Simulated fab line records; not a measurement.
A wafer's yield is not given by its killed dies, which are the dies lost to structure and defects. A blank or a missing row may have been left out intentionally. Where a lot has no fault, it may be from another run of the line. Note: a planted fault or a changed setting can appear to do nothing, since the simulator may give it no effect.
Chamber matching    flow n5-finfet    cvd-co-01 running N5_BEOL_M3_PRE_CLEAN_60: 3 sister chambers
The step time 15 s. 3 wafers are shown with their chamber, then 12 later ones without.

== WAFERS, EACH WITH ITS CHAMBER ==
wafer   chamber  heater-power-w (W)
L088.3  0        102
L087.3  2        102
L087.6  1        71

== WAFERS WITH NO CHAMBER GIVEN ==
wafer   heater-power-w (W)
L090.1  106
L090.3  106
L090.5  68
L093.1  108
L093.5  104
L093.6  69
L097.2  102
L097.4  71
L097.5  105
L096.4  107
L096.5  110
L096.6  68

== EACH ONE'S CHAMBER ==
wafer   from the rows above      in truth
L090.1  can't be placed: 0 or 2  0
L090.3  can't be placed: 0 or 2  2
L090.5  1                        1
L093.1  can't be placed: 0 or 2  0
L093.5  can't be placed: 0 or 2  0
L093.6  1                        1
L097.2  can't be placed: 0 or 2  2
L097.4  1                        1
L097.5  can't be placed: 0 or 2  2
L096.4  can't be placed: 0 or 2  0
L096.5  can't be placed: 0 or 2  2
L096.6  1                        1
4 of 12 placed correctly. Can't be placed from these rows: 8 (the true chamber is among the candidates in 8). 0 placed wrongly.
How it was worked out, from the rows above alone: a wafer's distance from a chamber is the root of the sum, over the readings, of the square of ((its reading less the chamber's mean) divided by the reading's scatter). The wafer belongs to the nearest chamber; if the next one is less than 2 further off, it can't be placed. For every chamber, the mean is computed from those of its wafers that are shown. The scatter: with one shown wafer a chamber, the root of the mean of the squares of how far each hidden wafer lies from its nearest shown one.
